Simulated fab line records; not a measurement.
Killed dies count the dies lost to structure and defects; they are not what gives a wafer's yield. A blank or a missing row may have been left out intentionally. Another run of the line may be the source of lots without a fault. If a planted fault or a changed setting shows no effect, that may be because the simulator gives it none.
fab line records	flow nand_harc
record lots=12	wafers=36	last_day=32
route steps=1302 shown A_CHANNEL_HOLE_D2@597 A_CHANNEL_FILL_D2@615 END@1302
lots that met no fault: taken from a fault-free run of the same line
start_h: hours from the record's first day to the start of the lot's first wafer shown	wait_h: hours since the lot's step before	" unchanged from the row above	L1.1+2: several wafers, shown together as one row	- either no value or no given start	* or withheld: withheld	< > ~ a bound
route shown NAME@n: a module of which the file shows steps, and the number in the route of the first	usual: average and standard deviation across the fault-free wafers	same: alike in all rows	chamber/n: place in a boat	sites: each site's reading	_std_site: how widely they spread, as a standard deviation	_edge_site: outer sites' mean less inner sites'	radius_mm: for every site, how far away it sits from the centre of the wafer	mask NAME#n: copy n	behind: tool/chamber where the wafer was last shaped	hold: why the lot was held/for how many hours/how that ended	device: names the non-switching transistor (n, p or np)	end of line: at the end of the route, the tests of the same wafers	a step with no rows: only its recipe	killed: dies lost to structure and defects at the first sort, not the wafer's yield	map: a wafer's dies, marking killed ones x, the rest . and places with no die _
set.NAME: the run value of the setting; set.NAME@STEP: its run value at that earlier step	model.NAME: the simulator's own value behind a step, which no gauge read
steps of the route over a sample of lots; a table a step, a row a wafer
services: when a tool's chamber went out of use (start_h, in hours from the record's first day, below 0 if earlier), for how many hours, and the reason
## steps
# step NHARC_A_CHANNEL_HOLE_D2_ETCH_25
# recipe bias_v=5000	source_w=withheld	pressure_mtorr=20	time_s=1040.2	ar_flow_sccm=375	c4f8_flow_sccm=93.8	o2_flow_sccm=31.2	temp_c=-20	target_depth_a=15000	chemistry=C4F8/O2/Ar
# usual drypump_motor_current_A=5.5/0.45	mfc_ar_sccm=375.0/1	showerhead_plenum_p_Torr=3.61/0.15	throttle_valve_pct=32.236/0.0091
lot.wafer	tool	chamber	start_h	wait_h	drypump_motor_current_A	mfc_ar_sccm	rf_hours_counter_h	showerhead_plenum_p_Torr	throttle_valve_pct
L999.2	har_etch-01	1	304.38	0.6	6.2	373.3	163	3.69	32.248
L999.5	"	1	"	"	6.2	375.9	-	3.69	32.242
L999.6	"	0	"	"	5.5	375.1	-	3.50	32.237
L100.1	har_etch-02	1	326.68	1.3	5.5	376.7	373	3.38	32.221
L100.2	"	1	"	"	5.5	374.4	-	3.38	32.232
L100.6	"	1	328.12	1.4	5.5	375.8	-	3.38	32.248
L101.1	har_etch-01	0	334.62	0.6	5.5	375.7	178	3.50	32.228
L101.3	"	1	"	"	6.2	374.6	-	3.68	32.229
L101.5	"	0	"	"	5.5	376.2	-	3.50	32.239
L102.2	har_etch-02	0	335.48	1.3	4.9	372.6	-	3.63	32.234
L102.3	"	0	"	"	5.0	375.4	-	3.63	32.238
L102.4	"	0	"	"	5.0	374.3	-	3.63	32.222
L103.2	har_etch-01	0	352.34	0.7	5.5	374.9	193	3.49	32.223
L103.4	"	1	"	"	6.2	374.7	-	3.67	32.220
L103.3	"	0	"	"	5.5	374.8	-	3.49	32.249
L105.4	har_etch-01	1	360.96	0.7	6.2	375.2	-	3.67	32.240
L105.5	"	0	"	"	5.5	375.3	-	3.48	32.240
L105.6	"	1	"	"	6.2	373.0	-	3.67	32.242
L106.1	har_etch-01	1	384.04	0.6	6.2	376.1	212	3.66	32.221
L106.2	"	0	"	"	5.5	375.6	212	3.48	32.236
L106.4	"	1	"	"	6.2	376.0	-	3.66	32.244
L107.2	har_etch-01	0	388.35	0.7	5.5	376.6	216	3.48	32.242
L107.3	"	1	"	"	6.2	373.2	-	3.66	32.217
L107.6	"	1	"	"	6.2	372.7	-	3.66	32.237
L108.2	har_etch-01	0	404.62	0.7	5.5	375.9	232	3.47	32.244
L108.4	"	1	"	"	6.2	374.4	-	3.65	32.221
L108.5	"	1	"	"	6.2	374.3	-	3.65	32.242
L110.2	har_etch-01	1	408.64	0.6	6.2	376.6	236	3.65	32.235
L110.4	"	1	"	"	6.2	376.9	-	3.65	32.226
L110.5	"	0	"	"	5.5	375.1	-	3.47	32.257
L111.1	har_etch-02	1	434.04	0.7	5.5	374.6	22	3.91	32.240
L111.3	"	0	"	"	4.9	374.0	-	3.60	32.249
L111.4	"	1	"	"	5.5	376.9	-	3.91	32.229
L117.4	har_etch-01	1	487.58	0.7	6.2	375.8	-	3.63	32.220
L117.5	"	1	"	"	6.2	375.0	-	3.63	32.242
L117.6	"	0	"	"	5.5	376.4	-	3.45	32.237
# step NHARC_A_CHANNEL_HOLE_D2_ETCH_27
# recipe bias_v=400	source_w=2000	pressure_mtorr=25	time_s=90	ar_flow_sccm=375	c4f8_flow_sccm=41.7	o2_flow_sccm=83.3	temp_c=-20	target_depth_a=4000	chemistry=C4F8/O2/Ar
# usual drypump_motor_current_A=5.5/0.45	mfc_ar_sccm=375.2/1.2	showerhead_plenum_p_Torr=3.66/0.16	throttle_valve_pct=27.619/0.0089
lot.wafer	tool	chamber	start_h	wait_h	drypump_motor_current_A	mfc_ar_sccm	rf_hours_counter_h	showerhead_plenum_p_Torr	throttle_valve_pct
L999.2	har_etch-01	1	305.44	0.2	6.2	378.1	164	3.73	27.605
L999.5	"	1	"	"	6.2	377.1	-	3.73	27.619
L999.6	"	0	"	"	5.5	375.5	-	3.54	27.613
L100.1	har_etch-02	1	328.81	0.3	5.5	376.7	375	3.42	27.621
L100.2	"	1	"	"	5.5	374.6	-	3.42	27.613
L100.6	"	1	"	"	5.5	374.2	-	3.42	27.624
L101.1	har_etch-01	0	335.70	0.2	5.5	375.3	179	3.53	27.627
L101.3	"	1	"	"	6.2	375.9	-	3.72	27.603
L101.5	"	0	"	"	5.5	375.6	-	3.53	27.632
L102.2	har_etch-02	0	337.42	0.3	4.9	374.8	-	3.67	27.620
L102.3	"	0	"	"	4.9	375.1	-	3.67	27.622
L102.4	"	0	"	"	4.9	375.3	-	3.67	27.627
L103.2	har_etch-01	0	353.30	0.2	5.5	375.7	194	3.53	27.619
L103.4	"	1	"	"	6.2	373.1	-	3.71	27.612
L103.3	"	0	"	"	5.5	373.7	-	3.53	27.625
L105.4	har_etch-01	1	361.69	0.2	6.2	375.7	-	3.71	27.613
L105.5	"	0	"	"	5.5	374.4	-	3.52	27.612
L105.6	"	1	"	"	6.2	376.2	-	3.71	27.625
L106.1	har_etch-01	1	385.12	0.2	6.2	375.4	213	3.70	27.621
L106.2	"	0	"	"	5.5	374.2	213	3.51	27.618
L106.4	"	1	"	"	6.2	373.7	-	3.70	27.620
L107.2	har_etch-01	0	389.32	0.2	5.4	372.8	217	3.51	27.609
L107.3	"	1	"	"	6.2	373.2	-	3.70	27.619
L107.6	"	1	"	"	6.2	374.2	-	3.70	27.623
L108.2	har_etch-01	0	405.59	0.2	5.5	373.8	233	3.50	27.622
L108.4	"	1	"	"	6.2	375.7	-	3.69	27.635
L108.5	"	1	"	"	6.2	376.7	-	3.69	27.601
L110.2	har_etch-01	1	409.71	0.2	6.2	374.3	237	3.69	27.608
L110.4	"	1	"	"	6.2	373.2	-	3.69	27.635
L110.5	"	0	"	"	5.5	374.3	-	3.50	27.610
L111.1	har_etch-02	1	435.01	0.2	5.5	374.1	23	3.96	27.607
L111.3	"	0	"	"	4.9	372.1	-	3.64	27.621
L111.4	"	1	"	"	5.5	375.3	-	3.96	27.619
L117.4	har_etch-01	1	488.43	0.2	6.2	377.1	-	3.67	27.603
L117.5	"	1	"	"	6.2	377.5	-	3.67	27.626
L117.6	"	0	"	"	5.5	375.3	-	3.48	27.624
# step NHARC_A_CHANNEL_HOLE_D2_STRIP_42
# recipe cf4_flow_sccm=100	chf3_flow_sccm=30	ar_flow_sccm=0	bias_w=0	chemistry=CF4/CHF3
lot.wafer	tool	chamber	start_h	wait_h
L999.2+5+6	rie_diel-13	0,1,2	306.08	0.1
L100.1+2+6	rie_diel-13	0,2,3	329.64	0.1
L101.1+3+5	rie_diel-07	1,2,2	336.35	0.1
L102.3+4+2	rie_diel-02	0,2,3	338.17	0.1
L103.2+3+4	rie_diel-13	2,3,0	353.90	0.1
L105.4+5+6	rie_diel-13	1,1,2	362.22	0.1
L106.1+2+4	rie_diel-07	0,2,2	385.76	0.1
L107.2+3+6	rie_diel-07	3,0,1	389.92	0.1
L108.2+4+5	rie_diel-13	1,0,2	406.18	0.1
L110.4+2+5	rie_diel-02	1,2,2	410.34	0.1
L111.4+1+3	rie_diel-13	1,2,3	435.60	0.1
L117.4+6+5	rie_diel-13	0,1,2	489.00	0.1
# step NHARC_A_CHANNEL_HOLE_D2_INSPECT_40
# usual raw_defect_count=284/74
lot.wafer	tool	chamber	start_h	wait_h	raw_defect_count
L999.2	defect_inspect-02	-	307.17	-	259
L999.5	"	-	"	"	215
L999.6	"	-	"	"	235
L100.1	defect_inspect-02	-	330.88	-	310
L100.2	"	-	"	"	255
L100.6	"	-	"	"	261
L101.1	defect_inspect-01	-	337.59	-	408
L101.3	"	-	"	"	449
L101.5	"	-	"	"	344
L102.2	defect_inspect-01	-	339.29	-	304
L102.3	"	-	"	"	176
L102.4	"	-	"	"	350
L103.2	defect_inspect-01	-	355.00	-	186
L103.3	"	-	"	"	184
L103.4	"	-	"	"	232
L105.4	defect_inspect-02	-	363.33	-	375
L105.5	"	-	"	"	360
L105.6	"	-	"	"	323
L106.1	defect_inspect-02	-	387.04	-	189
L106.2	"	-	"	"	181
L106.4	"	-	"	"	175
L107.2	defect_inspect-02	-	391.05	-	284
L107.3	"	-	"	"	386
L107.6	"	-	"	"	423
L108.2	defect_inspect-02	-	407.30	-	316
L108.4	"	-	"	"	361
L108.5	"	-	"	"	254
L110.2	defect_inspect-02	-	411.44	-	272
L110.4	"	-	"	"	281
L110.5	"	-	"	"	299
L111.1	defect_inspect-02	-	436.71	-	237
L111.3	"	-	"	"	302
L111.4	"	-	"	"	305
L117.4	defect_inspect-02	-	490.11	-	754
L117.5	"	-	"	"	198
L117.6	"	-	"	"	349
# step NHARC_A_CHANNEL_FILL_D2_ALD_15
# recipe target_thk_a=20	pulse_time_s=60	ald_cycles=19	temp_c=630	pressure_torr=2	material=SiNx
# usual precursor_pulse_height_rel=0.999/0.021
lot.wafer	tool	chamber	start_h	wait_h	precursor_pulse_height_rel
L999.2	ald_sin_batch-03	0	-	-	1.030
L999.5	"	0	"	"	1.054
L999.6	"	0	"	"	0.982
L100.1	ald_sin_batch-03	0	-	-	1.001
L100.2	"	0	"	"	1.004
L100.6	"	0	"	"	0.979
L101.1	ald_sin_batch-01	0	-	-	1.049
L101.3	"	0	"	"	0.993
L101.5	"	0	"	"	1.000
L102.2	ald_sin_batch-01	0	-	-	0.977
L102.3	"	0	"	"	0.985
L102.4	"	0	"	"	1.024
L103.2	ald_sin_batch-03	0	-	-	1.007
L103.3	"	0	"	"	0.985
L103.4	"	0	"	"	1.011
L105.4	ald_sin_batch-02	0	-	-	1.016
L105.5	"	0	"	"	1.003
L105.6	"	0	"	"	0.964
L106.1	ald_sin_batch-02	0	-	-	0.974
L106.2	"	0	"	"	0.999
L106.4	"	0	"	"	0.980
L107.2	ald_sin_batch-03	0	-	-	0.989
L107.3	"	0	"	"	0.985
L107.6	"	0	"	"	0.994
L108.2	ald_sin_batch-03	0	-	-	1.017
L108.4	"	0	"	"	0.974
L108.5	"	0	"	"	1.018
L110.2	ald_sin_batch-02	0	-	-	1.014
L110.4	"	0	"	"	0.986
L110.5	"	0	"	"	1.027
L111.1	ald_sin_batch-03	0	-	-	1.007
L111.3	"	0	"	"	0.980
L111.4	"	0	"	"	1.031
L117.4	ald_sin_batch-03	0	-	-	0.995
L117.5	"	0	"	"	1.012
L117.6	"	0	"	"	1.026
# step NHARC_END_SORT_01
# recipe temp_c=25
# usual killed_at_array=59/20	killed_at_other=0.8/1.2	killed_at_periphery=3.5/2.2	killed_dies=63/20	killed_open=3.3/1.8	killed_short=2.6/1.7
# same gross_dies=677
lot.wafer	tool	chamber	start_h	wait_h	killed_at_array	killed_at_other	killed_at_periphery	killed_dies	killed_open	killed_short
L999.2	prober-01	0	568.45	2.8	50	0	2	52	3	4
L999.5	prober-01	0	570.81	3.6	50	0	2	52	1	0
L999.6	prober-01	0	571.59	3.9	53	0	6	59	3	1
L100.1	prober-02	0	587.88	2.5	65	0	4	69	1	1
L100.2	prober-02	0	588.68	2.8	85	0	3	88	3	7
L100.6	prober-02	0	591.91	4.0	80	1	4	85	8	3
L101.1	prober-01	0	592.37	2.5	71	0	2	73	0	1
L101.3	prober-01	0	593.95	3.1	68	0	3	71	5	2
L101.5	prober-01	0	595.52	3.6	79	0	0	79	2	1
L102.2	prober-02	0	596.53	2.8	39	5	4	48	5	4
L102.3	prober-02	0	597.32	3.1	37	2	4	43	2	2
L102.4	prober-02	0	598.12	3.4	38	3	2	43	2	4
L103.2	prober-02	0	627.83	2.8	55	0	4	59	2	1
L103.3	prober-02	0	628.64	3.1	53	0	6	59	3	1
L103.4	prober-02	0	629.44	3.4	69	0	4	73	3	8
L105.4	prober-02	0	637.23	3.4	68	0	1	69	2	0
L105.5	prober-02	0	638.03	3.7	85	1	2	88	4	2
L105.6	prober-02	0	638.83	4.0	72	0	1	73	3	1
L106.1	prober-01	0	642.64	2.5	39	0	0	39	3	6
L106.2	prober-01	0	643.45	2.8	28	0	2	30	5	2
L106.4	prober-01	0	645.06	3.4	39	0	4	43	4	7
L107.2	prober-02	0	651.30	2.8	96	1	1	98	3	1
L107.3	prober-02	0	652.09	3.1	81	3	3	87	3	2
L107.6	prober-02	0	654.47	4.0	99	3	3	105	2	3
L108.2	prober-02	0	671.47	2.8	33	0	3	36	4	2
L108.4	prober-02	0	673.05	3.4	38	3	5	46	8	1
L108.5	prober-02	0	673.84	3.7	28	0	4	32	2	3
L110.2	prober-01	0	679.39	2.8	100	1	1	102	1	5
L110.4	prober-01	0	680.98	3.4	99	0	1	100	4	4
L110.5	prober-01	0	681.78	3.7	93	0	1	94	4	1
L111.1	prober-01	0	693.13	2.5	39	1	3	43	2	1
L111.3	prober-01	0	694.74	3.1	35	0	4	39	6	2
L111.4	prober-01	0	695.54	3.4	27	1	2	30	2	1
L117.4	prober-01	0	763.93	3.4	149	1	5	155	7	3
L117.5	prober-01	0	764.73	3.7	60	3	7	70	2	3
L117.6	prober-01	0	765.52	4.0	63	4	1	68	2	2
# killed by level:class
L999.2 A_CHANNEL_HOLE_D1:chamber_film_flake=21 A_CHANNEL_HOLE_D2:chamber_film_flake=9 A_STAIRCASE:chamber_film_flake=4 A_DECK1_JOINT:chamber_film_flake=3 A_CONTACT:chamber_film_flake=3 A_ONON_D1:geometric_particle:short=2 A_SGD_CUT:chamber_film_flake=2 P_M2:geometric_particle:short=1
L999.5 A_CHANNEL_HOLE_D1:chamber_film_flake=34 A_CHANNEL_HOLE_D2:chamber_film_flake=7 A_CONTACT:chamber_film_flake=3 A_STAIRCASE:chamber_film_flake=2 A_WL_FILL:chamber_film_flake=2 A_M0:geometric_particle:open=1 P_ZERO_WELL:chamber_film_flake=1 P_GATE:chamber_film_flake=1
L999.6 A_CHANNEL_HOLE_D1:chamber_film_flake=26 A_CHANNEL_HOLE_D2:chamber_film_flake=7 A_CONTACT:chamber_film_flake=5 A_STAIRCASE:chamber_film_flake=4 A_ZERO_WELL:chamber_film_flake=3 A_WL_FILL:chamber_film_flake=3 P_CONTACT:geometric_particle:open=2 P_STI:chamber_film_flake=2
L100.1 A_CHANNEL_HOLE_D2:chamber_film_flake=26 A_SLIT:chamber_film_flake=25 A_CONTACT:chamber_film_flake=6 A_STAIRCASE:chamber_film_flake=4 P_ZERO_WELL:chamber_film_flake=2 A_CHANNEL_HOLE_D1:chamber_film_flake=2 P_M0:geometric_particle:open=1 A_CONTACT:geometric_particle:short=1
L100.2 A_CHANNEL_HOLE_D2:chamber_film_flake=36 A_SLIT:chamber_film_flake=30 A_CONTACT:chamber_film_flake=4 P_GATE:chamber_film_flake=3 A_CHANNEL_FILL_D2:geometric_particle:open=2 A_WL_FILL:geometric_particle:short=2 A_BLC:geometric_particle:short=2 A_STAIRCASE:chamber_film_flake=2
L100.6 A_CHANNEL_HOLE_D2:chamber_film_flake=32 A_SLIT:chamber_film_flake=26 A_CHANNEL_HOLE_D1:chamber_film_flake=6 A_STAIRCASE:chamber_film_flake=3 A_ONON_D2:geometric_particle:open=2 A_WL_FILL:geometric_particle:short=2 A_CONTACT:chamber_film_flake=2 P_CONTACT:geometric_particle:open=1
L101.1 A_SLIT:chamber_film_flake=33 A_CHANNEL_HOLE_D1:chamber_film_flake=28 A_CHANNEL_HOLE_D2:chamber_film_flake=7 A_ONON_D1:geometric_particle:short=1 P_STI:chamber_film_flake=1 P_GATE:chamber_film_flake=1 A_ZERO_WELL:chamber_film_flake=1 A_STAIRCASE:chamber_film_flake=1
L101.3 A_SLIT:chamber_film_flake=30 A_CHANNEL_HOLE_D1:chamber_film_flake=21 A_CHANNEL_HOLE_D2:chamber_film_flake=3 A_STAIRCASE:chamber_film_flake=3 A_ONON_D1:geometric_particle:open=2 A_CONTACT:chamber_film_flake=2 P_CONTACT:geometric_particle:short=1 A_SOURCE_PLATE:geometric_particle:short=1
L101.5 A_CHANNEL_HOLE_D1:chamber_film_flake=33 A_SLIT:chamber_film_flake=30 A_CHANNEL_HOLE_D2:chamber_film_flake=9 A_WL_FILL:chamber_film_flake=2 A_ONON_D1:geometric_particle:open=1 A_CHANNEL_HOLE_D1:geometric_particle:short=1 A_WL_FILL:geometric_particle:open=1 A_CHANNEL_FILL_D1:chamber_film_flake=1
L102.2 A_CHANNEL_HOLE_D2:chamber_film_flake=24 THIN_TSV:chamber_film_flake=5 A_CONTACT:chamber_film_flake=4 P_CONTACT:geometric_particle:open=2 P_ZERO_WELL:chamber_film_flake=2 A_STAIRCASE:chamber_film_flake=2 A_ONON_D1:geometric_particle:short=1 A_CHANNEL_HOLE_D1:geometric_particle:short=1
L102.3 A_CHANNEL_HOLE_D2:chamber_film_flake=20 A_CONTACT:chamber_film_flake=5 A_STAIRCASE:chamber_film_flake=4 A_CHANNEL_HOLE_D1:chamber_film_flake=3 P_GATE:chamber_film_flake=2 A_SLIT:chamber_film_flake=2 THIN_TSV:chamber_film_flake=2 P_CONTACT:geometric_particle:open=1
L102.4 A_CHANNEL_HOLE_D2:chamber_film_flake=25 A_CONTACT:chamber_film_flake=4 THIN_TSV:chamber_film_flake=3 A_CHANNEL_FILL_D2:geometric_particle:short=2 A_CHANNEL_HOLE_D1:chamber_film_flake=2 P_GATE:geometric_particle:open=1 A_CHANNEL_FILL_D1:geometric_particle:short=1 A_CHANNEL_HOLE_D2:geometric_particle:short=1
L103.2 A_SLIT:chamber_film_flake=30 A_CHANNEL_HOLE_D2:chamber_film_flake=11 A_CONTACT:chamber_film_flake=7 P_ZERO_WELL:chamber_film_flake=2 A_CHANNEL_HOLE_D1:chamber_film_flake=2 A_STAIRCASE:chamber_film_flake=2 P_CONTACT:geometric_particle:open=1 P_M0:geometric_particle:open=1
L103.3 A_SLIT:chamber_film_flake=28 A_CHANNEL_HOLE_D2:chamber_film_flake=9 A_CONTACT:chamber_film_flake=6 P_STI:chamber_film_flake=3 A_CHANNEL_HOLE_D1:chamber_film_flake=2 A_STAIRCASE:chamber_film_flake=2 P_CONTACT:geometric_particle:open=1 A_DECK1_JOINT:geometric_particle:open=1
L103.4 A_SLIT:chamber_film_flake=34 A_CHANNEL_HOLE_D2:chamber_film_flake=12 A_CONTACT:chamber_film_flake=6 A_CHANNEL_HOLE_D1:geometric_particle:short=3 A_WL_FILL:geometric_particle:short=2 P_ZERO_WELL:chamber_film_flake=2 A_CHANNEL_HOLE_D1:chamber_film_flake=2 A_STAIRCASE:chamber_film_flake=2
L105.4 A_SLIT:chamber_film_flake=30 A_CHANNEL_HOLE_D1:chamber_film_flake=23 A_CHANNEL_HOLE_D2:chamber_film_flake=9 A_STAIRCASE:chamber_film_flake=4 P_GATE:geometric_particle:open=1 A_ONON_D1:geometric_particle:open=1 A_CONTACT:chamber_film_flake=1
L105.5 A_SLIT:chamber_film_flake=37 A_CHANNEL_HOLE_D1:chamber_film_flake=30 A_CHANNEL_HOLE_D2:chamber_film_flake=9 A_ONON_D1:geometric_particle:open=2 A_DECK1_JOINT:geometric_particle:open=1 A_ONON_D2:geometric_particle:open=1 A_SGD_CUT:geometric_particle:short=1 A_SLIT:geometric_particle:short=1
L105.6 A_SLIT:chamber_film_flake=33 A_CHANNEL_HOLE_D1:chamber_film_flake=23 A_CHANNEL_HOLE_D2:chamber_film_flake=9 A_CONTACT:chamber_film_flake=2 P_M0:geometric_particle:open=1 A_ONON_D1:geometric_particle:short=1 A_ONON_D1:geometric_particle:open=1 A_CONTACT:geometric_particle:open=1
L106.1 A_CHANNEL_HOLE_D2:chamber_film_flake=14 A_CONTACT:chamber_film_flake=5 A_CHANNEL_HOLE_D1:chamber_film_flake=3 A_ONON_D1:geometric_particle:short=2 A_DECK1_JOINT:geometric_particle:short=2 A_CHANNEL_FILL_D1:chamber_film_flake=2 A_STAIRCASE:chamber_film_flake=2 A_SLIT:chamber_film_flake=2
L106.2 A_CHANNEL_HOLE_D2:chamber_film_flake=12 A_CHANNEL_HOLE_D1:chamber_film_flake=6 A_CONTACT:chamber_film_flake=3 A_ONON_D1:geometric_particle:open=2 P_CONTACT:geometric_particle:open=1 A_SOURCE_PLATE:geometric_particle:short=1 A_ONON_D2:geometric_particle:open=1 A_CHANNEL_FILL_D2:geometric_particle:short=1
L106.4 A_CHANNEL_HOLE_D2:chamber_film_flake=16 A_CHANNEL_HOLE_D1:chamber_film_flake=5 A_CHANNEL_FILL_D2:chamber_film_flake=3 P_CONTACT:geometric_particle:short=2 A_CONTACT:geometric_particle:open=2 A_CHANNEL_FILL_D1:chamber_film_flake=2 A_STAIRCASE:chamber_film_flake=2 P_CONTACT:geometric_particle:open=1
L107.2 A_CHANNEL_HOLE_D1:chamber_film_flake=40 A_SLIT:chamber_film_flake=34 A_CHANNEL_HOLE_D2:chamber_film_flake=12 A_DECK1_JOINT:chamber_film_flake=3 A_ZERO_WELL:chamber_film_flake=2 P_M0:geometric_particle:open=1 A_WL_FILL:geometric_particle:open=1 A_M0:geometric_particle:open=1
L107.3 A_SLIT:chamber_film_flake=32 A_CHANNEL_HOLE_D1:chamber_film_flake=26 A_CHANNEL_HOLE_D2:chamber_film_flake=15 A_DECK1_JOINT:chamber_film_flake=2 THIN_TSV:chamber_film_flake=2 P_GATE:geometric_particle:open=1 P_CONTACT:geometric_particle:open=1 A_ONON_D1:geometric_particle:short=1
L107.6 A_CHANNEL_HOLE_D1:chamber_film_flake=41 A_SLIT:chamber_film_flake=32 A_CHANNEL_HOLE_D2:chamber_film_flake=13 A_STAIRCASE:chamber_film_flake=3 A_BONDPAD:chamber_film_flake=3 THIN_TSV:chamber_film_flake=3 A_DECK1_JOINT:chamber_film_flake=2 P_GATE:geometric_particle:short=1
L108.2 A_CHANNEL_HOLE_D2:chamber_film_flake=12 A_CHANNEL_HOLE_D1:chamber_film_flake=7 A_M0:geometric_particle:open=2 P_M2:chamber_film_flake=2 A_DECK1_JOINT:chamber_film_flake=2 A_CHANNEL_FILL_D2:chamber_film_flake=2 A_SLIT:chamber_film_flake=2 A_CONTACT:chamber_film_flake=2
L108.4 A_CHANNEL_HOLE_D2:chamber_film_flake=22 A_WL_FILL:geometric_particle:open=4 A_CHANNEL_HOLE_D1:chamber_film_flake=3 THIN_TSV:chamber_film_flake=3 P_M2:chamber_film_flake=2 A_CONTACT:chamber_film_flake=2 P_M0:geometric_particle:open=1 P_M1:geometric_particle:short=1
L108.5 A_CHANNEL_HOLE_D2:chamber_film_flake=14 A_CHANNEL_HOLE_D1:chamber_film_flake=3 A_DECK1_JOINT:chamber_film_flake=3 P_M1:chamber_film_flake=2 A_CHANNEL_FILL_D2:chamber_film_flake=2 A_CONTACT:chamber_film_flake=2 P_M0:geometric_particle:short=1 A_CHANNEL_FILL_D1:geometric_particle:open=1
L110.2 A_SLIT:chamber_film_flake=29 A_CHANNEL_HOLE_D1:chamber_film_flake=28 A_CHANNEL_HOLE_D2:chamber_film_flake=26 A_CONTACT:chamber_film_flake=7 A_DECK1_JOINT:geometric_particle:short=2 A_CHANNEL_HOLE_D1:geometric_particle:short=1 A_CHANNEL_HOLE_D2:geometric_particle:short=1 A_CONTACT:geometric_particle:open=1
L110.4 A_CHANNEL_HOLE_D1:chamber_film_flake=38 A_SLIT:chamber_film_flake=27 A_CHANNEL_HOLE_D2:chamber_film_flake=11 A_CONTACT:chamber_film_flake=10 A_WL_FILL:geometric_particle:short=2 A_STAIRCASE:chamber_film_flake=2 P_GATE:geometric_particle:open=1 A_DECK1_JOINT:geometric_particle:open=1
L110.5 A_SLIT:chamber_film_flake=37 A_CHANNEL_HOLE_D1:chamber_film_flake=26 A_CHANNEL_HOLE_D2:chamber_film_flake=16 A_CONTACT:chamber_film_flake=5 P_CONTACT:geometric_particle:open=1 A_CHANNEL_FILL_D1:geometric_particle:open=1 A_DECK1_JOINT:geometric_particle:short=1 A_DECK1_JOINT:geometric_particle:open=1
L111.1 A_CHANNEL_HOLE_D1:chamber_film_flake=14 A_CONTACT:chamber_film_flake=9 A_SLIT:chamber_film_flake=5 A_SGD_CUT:chamber_film_flake=3 P_STI:chamber_film_flake=2 A_CHANNEL_FILL_D2:chamber_film_flake=2 A_M0:chamber_film_flake=2 A_DECK1_JOINT:geometric_particle:short=1
L111.3 A_SGD_CUT:chamber_film_flake=8 A_CONTACT:chamber_film_flake=8 A_CHANNEL_HOLE_D1:chamber_film_flake=7 A_SLIT:chamber_film_flake=2 A_M0:chamber_film_flake=2 P_STI:geometric_particle:open=1 A_SOURCE_PLATE:geometric_particle:open=1 A_ONON_D1:geometric_particle:open=1
L111.4 A_SGD_CUT:chamber_film_flake=11 A_CONTACT:chamber_film_flake=5 A_CHANNEL_HOLE_D1:chamber_film_flake=4 A_M0:chamber_film_flake=2 A_ONON_D1:geometric_particle:short=1 A_CHANNEL_FILL_D1:geometric_particle:open=1 A_BLC:geometric_particle:open=1 P_STI:chamber_film_flake=1
L117.4 A_CHANNEL_HOLE_D2:unspecified=77 A_CHANNEL_HOLE_D2:chamber_film_flake=26 A_SLIT:chamber_film_flake=21 A_CHANNEL_HOLE_D1:chamber_film_flake=12 P_STI:chamber_film_flake=3 A_STAIRCASE:chamber_film_flake=3 P_STI:geometric_particle:open=1 A_ONON_D1:geometric_particle:open=1
L117.5 A_SLIT:chamber_film_flake=27 A_CHANNEL_HOLE_D2:chamber_film_flake=18 A_CHANNEL_HOLE_D1:chamber_film_flake=7 P_M2:chamber_film_flake=3 THIN_TSV:chamber_film_flake=3 P_GATE:chamber_film_flake=2 A_STAIRCASE:chamber_film_flake=2 P_M1:geometric_particle:open=1
L117.6 A_CHANNEL_HOLE_D2:chamber_film_flake=24 A_SLIT:chamber_film_flake=21 A_CHANNEL_HOLE_D1:chamber_film_flake=8 THIN_TSV:chamber_film_flake=4 A_DECK1_JOINT:chamber_film_flake=2 A_STAIRCASE:chamber_film_flake=2 A_CONTACT:chamber_film_flake=2 A_ONON_D1:geometric_particle:short=1
## services
tool	chamber	start_h	hours	kind
rie_diel-07	-	294.20	9.0	pm
rie_diel-13	0	296.50	-	clean
rie_diel-13	1	296.50	-	clean
rie_diel-13	2	296.50	-	clean
rie_diel-13	3	296.50	-	clean
rie_diel-07	1	304.94	4.0	repair
rie_diel-07	3	308.73	40.5	repair
rie_diel-13	1	318.85	16.9	repair
rie_diel-13	0	321.00	-	clean
rie_diel-13	2	321.00	-	clean
rie_diel-13	3	321.00	-	clean
rie_diel-13	-	342.00	9.0	pm
rie_diel-13	0	342.00	9.0	vent_cycle
rie_diel-13	1	342.00	9.0	vent_cycle
har_etch-02	-	383.90	17.0	pm
rie_diel-07	1	383.97	3.1	repair
rie_diel-07	-	384.11	0.2	repair
rie_diel-13	2	385.02	9.4	repair
rie_diel-02	-	393.70	9.0	pm
rie_diel-07	3	406.87	33.4	repair
rie_diel-13	2	454.24	13.4	repair
rie_diel-02	2	457.52	94.6	repair
rie_diel-07	-	471.20	9.0	pm
rie_diel-07	0	499.75	8.5	repair
## key
first_sign step=NHARC_A_CHANNEL_HOLE_D2_INSPECT_40	reading=raw_defect_count	direction=up	sigmas=6.4	usual=284	struck=754
effect step=NHARC_END_SORT_01	reading=killed_dies	direction=up	sigmas=4.7	usual=63	struck=155
more_kills_born_at NHARC_A_CHANNEL_HOLE_D2_STRIP_42@rie_diel-13=77
met_at NHARC_A_CHANNEL_HOLE_D2_STRIP_42
struck_lots L117
struck_wafers L117.4
tester_left_out L117
not_acting_at NHARC_A_CHANNEL_HOLE_D2_ETCH_25,NHARC_A_CHANNEL_HOLE_D2_ETCH_27,NHARC_A_CHANNEL_FILL_D2_ALD_15
onset_between 406.18 489.00
fault kind=chamber_particle_source	tool=rie_diel-13	chamber=0	onset_h=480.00	steps=NHARC_A_CHANNEL_HOLE_D2_STRIP_42	rate_per_visit_cm2=0.68975	end_h=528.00
# tester_left_out: of these lots the tester's yield and bins aren't shown, on N5 and GAA mostly nor the transistor test; their killed dies are dies lost to structure and defects alone, not to doping, threshold or leakage, so they don't give the yield
